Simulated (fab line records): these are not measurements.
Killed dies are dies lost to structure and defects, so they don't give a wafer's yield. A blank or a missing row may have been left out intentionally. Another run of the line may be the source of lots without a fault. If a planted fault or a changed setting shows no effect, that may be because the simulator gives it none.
Chamber matching	flow nandHarc	3 sister chambers for NHARC_A_CONTACT_DEP_85 on pecvd-04
The step deposits SiON, target thk 60 nm. 6 wafers are shown with their chamber, then 11 later ones without.

== EACH WAFER AND ITS CHAMBER ==
wafer	chamber	heaterPowerW (W)
L080.6	2	724
L085.2	1	873
L085.4	2	733
L089.4	1	859
L089.5	0	734
L094.1	0	655

== WAFERS WHOSE CHAMBER IS MISSING ==
wafer	heaterPowerW (W)
L094.4	809
L094.5	732
L092.1	659
L092.2	788
L092.5	750
L096.1	875
L096.5	865
L096.6	764
L095.2	756
L095.5	867
L095.6	762

== EACH ONE'S CHAMBER ==
wafer	from the rows above	in truth
L094.4	can't be placed: 1 or 2 or 0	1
L094.5	can't be placed: 2 or 0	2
L092.1	can't be placed: 0 or 2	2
L092.2	can't be placed: 2 or 1 or 0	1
L092.5	can't be placed: 2 or 0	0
L096.1	1	1
L096.5	1	1
L096.6	can't be placed: 2 or 0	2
L095.2	can't be placed: 2 or 0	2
L095.5	1	1
L095.6	can't be placed: 2 or 0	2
Correct placement for 3 of the 11. Can't be placed from these rows: 8 (the true chamber is among the candidates in 8). 0 placed wrongly.
How it was worked out, from the rows above alone: a wafer's distance from a chamber is the root of the sum, over the readings, of the square of ((its reading less the chamber's mean) divided by the reading's scatter). The wafer belongs to the nearest chamber; if the next one is less than 2 further off, it can't be placed. The mean given for a chamber averages the wafers shown for that chamber. The scatter: take each reading less its chamber's mean, square it, sum over the shown wafers, divide by the number of wafers less the number of chambers, and take the root.
